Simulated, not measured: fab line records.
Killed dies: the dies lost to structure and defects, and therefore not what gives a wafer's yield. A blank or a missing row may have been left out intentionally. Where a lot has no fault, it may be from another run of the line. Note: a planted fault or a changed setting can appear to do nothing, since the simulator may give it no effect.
Chamber matching | flow n5 finfet | N5_MOL_CONTACT_COAG_ETCHBACK_136 on rie diel-01: 4 sister chambers
The step etches SiO2 in CHF3, target depth 25 nm, time 16.7 s. 8 wafers are shown with their chamber, then 8 later ones without.

## WAFERS PAIRED WITH THEIR CHAMBERS
wafer  | chamber | rf vpp V (V) | showerhead plenum p Torr (Torr)
L081.6 | 2       | 509          | 2.34
L083.3 | 0       | 549          | 2.35
L083.5 | 2       | 510          | 2.34
L083.6 | 1       | 506          | 2.47
L084.2 | 1       | 507          | 2.47
L084.3 | 3       | 528          | 2.32
L084.6 | 3       | 527          | 2.32
L093.3 | 0       | 549          | 2.34

## WAFERS WHOSE CHAMBER IS MISSING
wafer  | rf vpp V (V) | showerhead plenum p Torr (Torr)
L093.5 | 507          | 2.46
L093.6 | 527          | 2.31
L094.1 | 508          | 2.46
L094.3 | 526          | 2.31
L094.5 | 548          | 2.34
L095.3 | 511          | 2.33
L095.4 | 528          | 2.31
L095.5 | 529          | 2.31

## THE CHAMBER EACH PASSED THROUGH
wafer  | from the rows above | in truth
L093.5 | 1                   | 1
L093.6 | 3                   | 3
L094.1 | 1                   | 1
L094.3 | 3                   | 3
L094.5 | 0                   | 0
L095.3 | 2                   | 2
L095.4 | 3                   | 3
L095.5 | 3                   | 3
Placed correctly: 8 of 8. From these rows, 0 cannot be placed. 0 placed wrongly.
How it was worked out, from the rows above alone: a wafer's distance from a chamber is the root of the sum, over the readings, of the square of ((its reading less the chamber's mean) divided by the reading's scatter). If the next closest chamber is less than 2 further off than the closest, the wafer can't be placed; otherwise it belongs to the closest. A chamber's mean is the mean of its shown wafers. The scatter: take each reading less its chamber's mean, square it, sum over the shown wafers, divide by the number of wafers less the number of chambers, and take the root.
